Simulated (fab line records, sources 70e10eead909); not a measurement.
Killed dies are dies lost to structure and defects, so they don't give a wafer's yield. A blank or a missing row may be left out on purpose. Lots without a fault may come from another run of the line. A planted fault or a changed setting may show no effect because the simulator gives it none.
A struck lot beside a sound one | flow nand_harc | 15 steps out of a route of 1302
Sound: wafers L149.1, L149.5, L149.6. Struck: wafers L155.2, L155.6. (L155.5 of the same lot was not struck and is left out.) The cause comes at the end.
At each step with rows: each side's tool, then ch and its chambers, then its first start. Under that, the readings that differ: sound wafers | struck wafers | difference of the means | sigmas: that difference in standard deviations of wafers without a fault.
alike: readings whose means differ by less than 2 such deviations, and words and numbers that are the same on both sides. not compared: withheld readings, readings that some wafer has no value for, bounds like >300 that may hide the same value, and numbers for which the record gives no deviation and whose values overlap.
The two part at a step that has a row with sigmas, a row that says differs or no value, or rows on one side only. Numbers that don't overlap but have no deviation are shown without sigmas and don't part them. A reading that every wafer of one side lacks parts them only if that side has two wafers or more.

first, 1 step without rows for these wafers: NHARC_P_M0_DEVELOP_08 (develop time 35 s).
NHARC_P_M0_CD_MEAS_09: target cd 90 nm.
  sound on cd_sem-01 ch 0, day 8 14:05; struck on cd_sem-01 ch 0, day 11 05:28
  alike: cd_nm
NHARC_P_M0_OVL_MEAS_10: pitch 180 nm.
  sound on overlay-02, day 8 14:11; struck on overlay-01, day 11 05:32
  alike: overlay_x_nm, overlay_y_nm
NHARC_P_M0_INSPECT_11:
  sound on defect_inspect-02, day 8 14:13; struck on defect_inspect-01, day 11 05:35
  alike: raw_defect_count
NHARC_P_M0_DESCUM_14: chemistry O2, time 3 s.
  sound on rie_diel-03 ch 0,1,2, day 8 14:17; struck on rie_diel-03 ch 0,3, day 11 05:38
  alike: chamber_pressure_mTorr, drypump_motor_current_A, oes_product_au, rf_vpp_V, showerhead_plenum_p_Torr, throttle_valve_pct
  not compared: rf_hours_counter_h
NHARC_P_M0_ETCH_34: etches the open film in N2/H2, target depth 40 nm, overetch 12 nm, time 43.94 s.
  sound on rie_diel-03 ch 1,2, day 8 14:23; struck on rie_diel-03 ch 1,3, day 11 05:44
  alike: chamber_pressure_mTorr, drypump_motor_current_A, h2_flow_sccm, oes_product_au, rf_vpp_V, showerhead_plenum_p_Torr, throttle_valve_pct
  not compared: rf_hours_counter_h
then, 1 step without rows for these wafers: NHARC_P_M0_ETCH_15 (etches the open film in C4F8/Ar, target depth 150 nm, overetch 15 nm, time 82.5 s).
NHARC_P_M0_CD_MEAS_16:
  sound on cd_sem-02, day 8 14:37; struck on cd_sem-01, day 11 05:56
  alike: cd_nm
NHARC_P_M0_STRIP_18: strips in N2/H2.
  sound on rie_diel-08 ch 2,3, day 8 14:42; struck on rie_diel-03 ch 0,3, day 11 06:02
  alike: chamber_pressure_mTorr, drypump_motor_current_A, h2_flow_sccm, oes_product_au, rf_vpp_V, showerhead_plenum_p_Torr, throttle_valve_pct
  not compared: rf_hours_counter_h
then, 1 step without rows for these wafers: NHARC_P_M0_STRIP_19 (strips in post etch residue remover, time 600 s).
NHARC_P_M0_DEGAS_28: time 60 s.
  sound on pvd_sputter-02, day 8 15:16; struck on pvd_sputter-02, day 11 06:35
  alike: heater_power_w
NHARC_P_M0_PRE_CLEAN_29: time 30 s.
  sound on pvd_sputter-02; struck on pvd_sputter-02
  alike: heater_power_w
NHARC_P_M0_PVD_20: deposits TaN, target thk 5 nm, time 8.06 s.
  sound on pvd_sputter-02, day 8 15:21; struck on pvd_sputter-02, day 11 06:40
  reading    | sound          | struck        | difference | sigmas
  time_s (s) | 8.06 8.06 8.06 | 8.6257 8.6257 | +0.5657    |
  alike: throttle_valve_pct
then, 2 steps without rows for these wafers: NHARC_P_M0_PVD_21 (deposits Cu, target thk 30 nm, time 20.49 s); NHARC_END_SORT_01.

WHERE THEY PART
Nowhere in this record.

WHY: what the simulator had put in
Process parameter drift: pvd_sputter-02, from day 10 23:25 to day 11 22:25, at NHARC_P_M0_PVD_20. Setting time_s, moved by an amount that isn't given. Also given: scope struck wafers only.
